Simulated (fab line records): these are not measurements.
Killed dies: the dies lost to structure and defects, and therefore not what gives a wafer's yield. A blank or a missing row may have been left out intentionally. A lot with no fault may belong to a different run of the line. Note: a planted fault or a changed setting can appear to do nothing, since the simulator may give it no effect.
Which tool is to blame? + flow n5_finfet + 7 lots, 19 wafers sampled, at 8 steps of a route of 1938

== WHAT EACH GAUGE READ, for each wafer ==
N5_BEOL_M5_OCD_MEAS_38. Usual: 71.1 nm for trench_depth_nm, sd 1.1.
| lot  | measured     | on     | trench_depth_nm (nm) | flag |
|------|--------------|--------|----------------------|------|
| L931 | day 8 04:12  | ocd-01 | 73.1 71.8 70.1       |      |
| L932 | day 8 14:33  | ocd-01 | 71.2 71.7 72.0       |      |
| L937 | day 10 12:55 | ocd-01 | 71.0 63.7 63.6       | OFF  |
| L938 | day 10 15:34 | ocd-02 | 71.3 63.6 63.3       | OFF  |
| L950 | day 13 02:17 | ocd-02 | 72.7 71.1            |      |
| L951 | day 14 03:09 | ocd-02 | 70.8 70.0            |      |
| L952 | day 14 10:09 | ocd-01 | 73.3 73.7 71.2       |      |

N5_BEOL_M5_CD_MEAS_35: target cd 28 nm, target cd y 24 nm. Usual: 28.0 nm for cd_nm, sd 0.31.
| lot  | measured     | on        | cd_nm (nm)     | flag |
|------|--------------|-----------|----------------|------|
| L931 | day 8 04:22  | cd_sem-02 | 27.8 27.8 28.0 |      |
| L932 | day 8 14:43  | cd_sem-01 | 28.2 28.1 28.1 |      |
| L937 | day 10 13:04 | cd_sem-03 | 27.9 27.9 28.2 |      |
| L938 | day 10 15:43 | cd_sem-01 | 28.4 28.1 28.3 |      |
| L950 | day 13 02:26 | cd_sem-01 | 28.0 27.8      |      |
| L951 | day 14 03:18 | cd_sem-01 | 27.9 27.9      |      |
| L952 | day 14 10:18 | cd_sem-02 | 28.2 27.8 27.6 |      |

N5_BEOL_M5_THK_MEAS_53: measures by xrf. Usual: M5_THK typically reads 61.3 nm, with standard deviation 1.4.
| lot  | measured     | on            | M5_THK (nm)    | flag |
|------|--------------|---------------|----------------|------|
| L931 | day 8 11:44  | film_metro-01 | 62.9 61.9 61.5 |      |
| L932 | day 8 22:00  | film_metro-01 | 63.7 62.5 62.4 |      |
| L937 | day 10 22:10 | film_metro-02 | 63.0 54.2 53.6 | OFF  |
| L938 | day 11 01:29 | film_metro-01 | 62.7 53.0 54.6 | OFF  |
| L950 | day 13 12:44 | film_metro-01 | 62.3 62.6      |      |
| L951 | day 14 10:34 | film_metro-02 | 60.7 61.0      |      |
| L952 | day 14 17:19 | film_metro-01 | 61.3 62.2 60.2 |      |

N5_BEOL_M5_RS_MEAS_57: measures by four-point-probe. Usual: M5_RS typically reads 0.393 ohm/sq, with standard deviation 0.011.
| lot  | measured     | on            | M5_RS (ohm/sq)    | flag |
|------|--------------|---------------|-------------------|------|
| L931 | day 8 12:00  | film_metro-02 | 0.381 0.388 0.390 |      |
| L932 | day 8 22:16  | film_metro-02 | 0.372 0.379 0.381 |      |
| L937 | day 10 22:25 | film_metro-02 | 0.387 0.468 0.473 | OFF  |
| L938 | day 11 01:44 | film_metro-01 | 0.384 0.470 0.455 | OFF  |
| L950 | day 13 13:13 | film_metro-01 | 0.385 0.382       |      |
| L951 | day 14 10:55 | film_metro-01 | 0.401 0.397       |      |
| L952 | day 14 17:38 | film_metro-01 | 0.389 0.381 0.397 |      |

N5_BEOL_M15_RC_MEAS_101. Usual: etest_temp_c 24.99 C, standard deviation 0.12; COMB_M10 1.5e-11 S/m, standard deviation 3e-12; COMB_M10_max_site 2.1e-11 S/m, standard deviation 4.4e-12; COMB_M11 1.51e-11 S/m, standard deviation 2.9e-12; COMB_M12 7.4e-12 S/m, standard deviation 1.5e-12; COMB_M13 5.8e-12 S/m, standard deviation 1.1e-12; COMB_M14 4.6e-12 S/m, standard deviation 8.4e-13; COMB_M15 3.6e-12 S/m, standard deviation 6.1e-13; COMB_M15_max_site 4.8e-12 S/m, standard deviation 9.1e-13; COMB_M5 3.7e-11 S/m, standard deviation 7.4e-12; COMB_M6 2.8e-11 S/m, standard deviation 5.6e-12; COMB_M7 2.8e-11 S/m, standard deviation 5.8e-12; COMB_M8 2.6e-11 S/m, standard deviation 5.5e-12; COMB_M9 1.5e-11 S/m, standard deviation 3.5e-12; SERP_M10 3.05 ohm/um, standard deviation 0.074; SERP_M11 3.09 ohm/um, standard deviation 0.077; SERP_M11_max_site 3.18 ohm/um, standard deviation 0.079; SERP_M12 0.636 ohm/um, standard deviation 0.016; SERP_M13 0.307 ohm/um, standard deviation 0.007; SERP_M14 0.160 ohm/um, standard deviation 0.0046; SERP_M14_max_site 0.162 ohm/um, standard deviation 0.0046; SERP_M5 39.5 ohm/um, standard deviation 1.6; SERP_M5_max_site 40.9 ohm/um, standard deviation 1.7; SERP_M6 13.7 ohm/um, standard deviation 0.49; SERP_M7 14.1 ohm/um, standard deviation 0.51; SERP_M8 13.6 ohm/um, standard deviation 0.56; SERP_M9 3.06 ohm/um, standard deviation 0.089.
| lot  | measured     | on        | etest_temp_c (C)  | COMB_M10 (S/m)          | COMB_M10_max_site (S/m) | COMB_M11 (S/m)             | COMB_M12 (S/m)            | COMB_M13 (S/m)          | COMB_M14 (S/m)          | COMB_M15 (S/m)          | COMB_M15_max_site (S/m) | COMB_M5 (S/m)           | COMB_M6 (S/m)           | COMB_M7 (S/m)           | COMB_M8 (S/m)           | COMB_M9 (S/m)           | SERP_M10 (ohm/um) | SERP_M11 (ohm/um) | SERP_M11_max_site (ohm/um) | SERP_M12 (ohm/um) | SERP_M13 (ohm/um) | SERP_M14 (ohm/um) | SERP_M14_max_site (ohm/um) | SERP_M5 (ohm/um) | SERP_M5_max_site (ohm/um) | SERP_M6 (ohm/um) | SERP_M7 (ohm/um) | SERP_M8 (ohm/um) | SERP_M9 (ohm/um) | flag |
|------|--------------|-----------|-------------------|-------------------------|-------------------------|----------------------------|---------------------------|-------------------------|-------------------------|-------------------------|-------------------------|-------------------------|-------------------------|-------------------------|-------------------------|-------------------------|-------------------|-------------------|----------------------------|-------------------|-------------------|-------------------|----------------------------|------------------|---------------------------|------------------|------------------|------------------|------------------|------|
| L931 | day 11 05:53 | prober-01 | 25.06 25.19 25.03 | 1.7e-11 1.3e-11 2.3e-11 | 2.1e-11 2e-11 2.8e-11   | 1.59e-11 1.65e-11 1.37e-11 | 1e-11 7.8e-12 9e-12       | 5.8e-12 3.5e-12 6.1e-12 | 5.3e-12 5.3e-12 4.9e-12 | 4.8e-12 4.2e-12 3.6e-12 | 6.7e-12 5.4e-12 4.7e-12 | 4.3e-11 3.5e-11 4.2e-11 | 2.9e-11 2.6e-11 2.4e-11 | 2.8e-11 2.5e-11 2.7e-11 | 3.2e-11 2.3e-11 2.5e-11 | 1.6e-11 1.4e-11 1.4e-11 | 3.00 3.02 3.06    | 3.23 3.13 3.22    | 3.29 3.31 3.27             | 0.643 0.631 0.639 | 0.321 0.314 0.313 | 0.158 0.162 0.155 | 0.161 0.164 0.158          | 39.3 40.3 39.8   | 42.9 41.5 41.4            | 13.3 13.9 13.7   | 14.4 13.9 14.4   | 13.2 13.8 13.7   | 3.07 3.04 2.92   |      |
| L932 | day 12 01:46 | prober-01 | 24.87 24.80 24.90 | 1.5e-11 1.3e-11 1.4e-11 | 2.2e-11 1.8e-11 1.8e-11 | 1.7e-11 1.37e-11 1.76e-11  | 6.1e-12 5.6e-12 4.4e-12   | 6.4e-12 6.8e-12 5.2e-12 | 4.1e-12 5.2e-12 3.3e-12 | 4.3e-12 4e-12 3.5e-12   | 6.3e-12 5e-12 4.9e-12   | 4.4e-11 5.6e-11 3.3e-11 | 3.1e-11 2.6e-11 3.8e-11 | 2.7e-11 2.1e-11 2.8e-11 | 2.3e-11 2.8e-11 3e-11   | 1.5e-11 1.3e-11 1.3e-11 | 3.23 3.00 3.04    | 3.11 3.22 3.18    | 3.21 3.26 3.21             | 0.624 0.635 0.629 | 0.314 0.314 0.312 | 0.170 0.158 0.159 | 0.172 0.160 0.161          | 36.5 39.0 36.7   | 37.9 41.7 37.1            | 13.9 13.3 13.9   | 14.7 13.9 13.8   | 13.6 14.3 13.6   | 3.18 3.10 3.17   |      |
| L937 | day 14 02:01 | prober-01 | 24.90 24.81 24.99 | 1.4e-11 1.2e-11 1.9e-11 | 2.2e-11 1.8e-11 2.6e-11 | 1.4e-11 1.26e-11 1.55e-11  | 7.1e-12 1.2e-11 1.14e-11  | 7.4e-12 5.9e-12 6.7e-12 | 5e-12 6.1e-12 5e-12     | 3.7e-12 4.7e-12 3.8e-12 | 4.1e-12 5.6e-12 5e-12   | 4.5e-11 3.1e-11 3.5e-11 | 2.5e-11 3.3e-11 2.9e-11 | 2.9e-11 3.3e-11 3.1e-11 | 2.5e-11 2.3e-11 1.9e-11 | 1.9e-11 1.5e-11 1.8e-11 | 3.16 3.07 3.00    | 3.16 3.00 3.05    | 3.24 3.22 3.19             | 0.641 0.625 0.612 | 0.303 0.303 0.307 | 0.158 0.151 0.152 | 0.160 0.152 0.152          | 38.7 47.3 47.4   | 40.0 49.3 49.7            | 13.6 13.1 12.9   | 14.4 14.1 13.8   | 12.7 13.2 13.1   | 3.04 3.02 3.09   | OFF  |
| L938 | day 14 04:23 | prober-01 | 24.95 25.00 24.92 | 1.5e-11 1.2e-11 1.5e-11 | 2.5e-11 1.4e-11 1.9e-11 | 1.85e-11 1.75e-11 1.64e-11 | 7e-12 7.1e-12 8.6e-12     | 5.2e-12 6.3e-12 6.5e-12 | 4.3e-12 4e-12 4e-12     | 3.5e-12 4.3e-12 4.6e-12 | 3.6e-12 5.7e-12 8e-12   | 3.5e-11 2.7e-11 2.6e-11 | 2.2e-11 1.9e-11 1.7e-11 | 2.3e-11 3.2e-11 3.5e-11 | 2.8e-11 3.9e-11 4.1e-11 | 1.5e-11 2.3e-11 2.4e-11 | 3.09 2.97 2.96    | 3.11 2.98 3.05    | 3.17 3.06 3.13             | 0.637 0.629 0.648 | 0.305 0.304 0.296 | 0.163 0.163 0.155 | 0.164 0.164 0.158          | 37.5 46.7 42.3   | 39.0 48.0 44.3            | 13.4 12.7 12.7   | 13.5 14.0 13.6   | 14.7 13.7 14.5   | 3.08 3.05 3.04   |      |
| L950 | day 16 23:32 | prober-01 | 25.09 24.89       | 1.1e-11 1.7e-11         | 1.5e-11 2e-11           | 1.49e-11 1.55e-11          | 7.3e-12 7.4e-12           | 7.5e-12 5.4e-12         | 5.5e-12 6.2e-12         | 4.3e-12 3.9e-12         | 5e-12 5.1e-12           | 4.3e-11 5.7e-11         | 2.5e-11 3.5e-11         | 4.7e-11 2.2e-11         | 2.6e-11 2.3e-11         | 1.1e-11 1.5e-11         | 3.07 3.01         | 3.06 3.03         | 3.17 3.07                  | 0.629 0.633       | 0.298 0.302       | 0.159 0.160       | 0.162 0.163                | 39.7 38.4        | 43.3 40.9                 | 13.1 12.6        | 14.5 13.5        | 12.7 14.0        | 3.15 3.14        |      |
| L951 | day 17 18:32 | prober-02 | 24.96 25.04       | 1.5e-11 9e-12           | 2.3e-11 1.1e-11         | 9e-12 1.11e-11             | 7.1e-12 5e-12             | 5.5e-12 4.1e-12         | 3.7e-12 3.3e-12         | 3.7e-12 3.9e-12         | 4.1e-12 5.6e-12         | 3e-11 4e-11             | 3.1e-11 3.8e-11         | 3e-11 2.3e-11           | 2.3e-11 2e-11           | 1.8e-11 1.1e-11         | 2.97 3.01         | 3.09 3.19         | 3.19 3.25                  | 0.637 0.631       | 0.312 0.300       | 0.155 0.171       | 0.156 0.173                | 40.7 40.1        | 42.0 40.8                 | 14.6 12.5        | 13.9 13.9        | 13.4 14.0        | 3.10 3.08        |      |
| L952 | day 18 01:17 | prober-02 | 25.01 24.80 24.82 | 1.6e-11 1.1e-11 1.4e-11 | 2.3e-11 1.3e-11 1.8e-11 | 1.77e-11 1.14e-11 1.36e-11 | 1.24e-11 6.4e-12 1.01e-11 | 5.7e-12 5.2e-12 5.1e-12 | 3.9e-12 4.5e-12 3.9e-12 | 4.2e-12 4.2e-12 3.7e-12 | 5.9e-12 5.4e-12 4.8e-12 | 3.5e-11 4e-11 4.2e-11   | 2.3e-11 2.7e-11 2.1e-11 | 3.1e-11 2.7e-11 2.3e-11 | 2.9e-11 2.3e-11 3.4e-11 | 1.3e-11 1.2e-11 1.3e-11 | 2.94 3.11 2.97    | 3.12 3.15 3.15    | 3.27 3.31 3.24             | 0.646 0.636 0.647 | 0.319 0.319 0.314 | 0.161 0.160 0.165 | 0.164 0.162 0.167          | 39.5 39.7 40.5   | 41.0 40.3 41.2            | 13.6 12.9 12.8   | 14.2 13.9 13.4   | 13.2 12.7 12.4   | 3.14 3.07 3.08   |      |

== TOOL THAT RAN EACH LOT (tool first, then ch and the chambers of the sampled wafers, then the start) ==
| lot  | N5_BEOL_M5_DESCUM_33               | N5_BEOL_M5_TRENCH_ETCH_37          | N5_BEOL_M5_PRE_CLEAN_45      |
|------|------------------------------------|------------------------------------|------------------------------|
| L931 | rie_diel-05 ch 0,1,2, day 8 03:47  | rie_diel-05 ch 0,1,2, day 8 04:03  | pvd_sputter-01, day 8 04:55  |
| L932 | rie_diel-06 ch 1,2,3, day 8 14:08  | rie_diel-06 ch 1,2,3, day 8 14:24  | pvd_sputter-01, day 8 15:34  |
| L937 | rie_diel-04 ch 1,3, day 10 12:29   | rie_diel-04 ch 1,3, day 10 12:46   | pvd_sputter-01, day 10 15:30 |
| L938 | rie_diel-04 ch 0,1,2, day 10 15:08 | rie_diel-04 ch 0,1,2, day 10 15:25 | pvd_sputter-03, day 10 16:11 |
| L950 | rie_diel-05 ch 0,2, day 13 01:52   | rie_diel-05 ch 0,2, day 13 02:08   | pvd_sputter-02, day 13 06:55 |
| L951 | rie_diel-05 ch 0,2, day 14 02:44   | rie_diel-05 ch 0,2, day 14 02:59   | pvd_sputter-01, day 14 04:48 |
| L952 | rie_diel-06 ch 0,1,3, day 14 09:44 | rie_diel-06 ch 0,1,3, day 14 09:59 | pvd_sputter-01, day 14 10:58 |
- N5_BEOL_M5_DESCUM_33: chemistry O2, time 7 s.
- N5_BEOL_M5_TRENCH_ETCH_37: etches SiCOH lowk in C4F6/O2, target depth 71.652 nm, time 24.7 s.
- N5_BEOL_M5_PRE_CLEAN_45: time 30 s.

== WHAT THE TOOLS THEMSELVES READ (means of the sampled wafers that have a number; where no wafer has one, the mark that the record gives instead) ==
N5_BEOL_M5_DESCUM_33. Usual: drypump_motor_current_A 5.6 A, standard deviation 0.43; oes_product_au 0.78 a.u., standard deviation 0.074; rf_vpp_V 243.2 V, standard deviation 1.6; showerhead_plenum_p_Torr 2.10 Torr, standard deviation 0.091; throttle_valve_pct 20.50 %, standard deviation 0.26.
| lot  | tool        | drypump_motor_current_A (A) | oes_product_au (a.u.) | rf_vpp_V (V) | showerhead_plenum_p_Torr (Torr) | throttle_valve_pct (%) | flag |
|------|-------------|-----------------------------|-----------------------|--------------|---------------------------------|------------------------|------|
| L931 | rie_diel-05 | 5.4                         | 0.82                  | 243.2        | 2.05                            | 20.47                  |      |
| L932 | rie_diel-06 | 5.5                         | 0.88                  | 245.2        | 2.19                            | 20.08                  |      |
| L937 | rie_diel-04 | 5.9                         | 0.69                  | 243.5        | 2.18                            | 20.84                  |      |
| L938 | rie_diel-04 | 6.0                         | 0.74                  | 243.8        | 2.09                            | 20.63                  |      |
| L950 | rie_diel-05 | 5.3                         | 0.80                  | 242.3        | 2.07                            | 20.61                  |      |
| L951 | rie_diel-05 | 5.3                         | 0.80                  | 243.7        | 2.07                            | 20.62                  |      |
| L952 | rie_diel-06 | 5.5                         | 0.83                  | 244.9        | 2.20                            | 20.29                  |      |

N5_BEOL_M5_TRENCH_ETCH_37. Usual: bias_w 185.0 W, standard deviation 0.55; drypump_motor_current_A 5.6 A, standard deviation 0.43; oes_f_703_au 0.78 a.u., standard deviation 0.068; oes_product_au 0.78 a.u., standard deviation 0.075; rf_vpp_V 664 V, standard deviation 9.4; run_length_s 48.0 s, standard deviation 0.52; showerhead_plenum_p_Torr 2.85 Torr, standard deviation 0.12; throttle_valve_pct 20.97 %, standard deviation 0.24.
| lot  | tool        | bias_w (W) | drypump_motor_current_A (A) | oes_f_703_au (a.u.) | oes_product_au (a.u.) | rf_vpp_V (V) | run_length_s (s) | showerhead_plenum_p_Torr (Torr) | throttle_valve_pct (%) | flag |
|------|-------------|------------|-----------------------------|---------------------|-----------------------|--------------|------------------|---------------------------------|------------------------|------|
| L931 | rie_diel-05 | 184.8      | 5.4                         | 0.80                | 0.82                  | 660          | 48.1             | 2.78                            | 20.90                  |      |
| L932 | rie_diel-06 | 185.2      | 5.5                         | 0.87                | 0.89                  | 676          | 47.5             | 2.99                            | 20.64                  |      |
| L937 | rie_diel-04 | 183.9      | 5.9                         | 0.74                | 0.70                  | 664          | 46.4             | 2.93                            | 21.17                  | OFF  |
| L938 | rie_diel-04 | 185.2      | 6.0                         | 0.75                | 0.74                  | 665          | 46.4             | 2.84                            | 21.10                  | OFF  |
| L950 | rie_diel-05 | 185.5      | 5.3                         | 0.79                | 0.79                  | 657          | 47.9             | 2.79                            | 20.93                  |      |
| L951 | rie_diel-05 | 185.6      | 5.4                         | 0.77                | 0.78                  | 656          | 48.3             | 2.79                            | 20.93                  |      |
| L952 | rie_diel-06 | 184.8      | 5.5                         | 0.82                | 0.83                  | 673          | 47.7             | 3.01                            | 20.86                  |      |

N5_BEOL_M5_PRE_CLEAN_45. Usual: 320 W for heater_power_w, sd 23.
| lot  | tool           | heater_power_w (W) | flag |
|------|----------------|--------------------|------|
| L931 | pvd_sputter-01 | 304                |      |
| L932 | pvd_sputter-01 | 313                |      |
| L937 | pvd_sputter-01 | 309                |      |
| L938 | pvd_sputter-03 | 349                |      |
| L950 | pvd_sputter-02 | 336                |      |
| L951 | pvd_sputter-01 | 312                |      |
| L952 | pvd_sputter-01 | 283                |      |

== THE ANSWER, worked out from the rows above alone ==
Rule: a lot counts as off when the mean over its wafers that have a number is more than 3 standard deviations away from the usual mean. Also off: a lot with no number at a reading for which 4 or more lots have one. All remaining lots with rows at the step are treated as sound. Order of review: gauges by route order, followed by the tools' own readings, for which a lot's mean as printed above is used. At the first step where some lot is off, the reading lying furthest off is the one used; lots without a number count as furthest.
Off: L937, L938, at N5_BEOL_M5_OCD_MEAS_38 (trench_depth_nm).
If a tool, at a process step before that reading, ran all the lots that are off and no sound lot after the first of them, it fits. The gauges at N5_BEOL_M5_OCD_MEAS_38 aren't tried: what is off there is off at N5_BEOL_M5_THK_MEAS_53 too, on other tools, and a gauge's error can't cause that. One fits: rie_diel-04 at N5_BEOL_M5_DESCUM_33 and N5_BEOL_M5_TRENCH_ETCH_37. It ran no sound lot before its first lot that is off in this sample, so the start can't be narrowed down.
The tool's own readings at N5_BEOL_M5_DESCUM_33 bear it out: on the lots that are off they differ by more than 5 times the standard deviation of the sound lots' means. drypump_motor_current_A reads 6.0 A there against 5.4 A on the sound lots.

== WHAT THE SIMULATOR HAD PUT IN ==
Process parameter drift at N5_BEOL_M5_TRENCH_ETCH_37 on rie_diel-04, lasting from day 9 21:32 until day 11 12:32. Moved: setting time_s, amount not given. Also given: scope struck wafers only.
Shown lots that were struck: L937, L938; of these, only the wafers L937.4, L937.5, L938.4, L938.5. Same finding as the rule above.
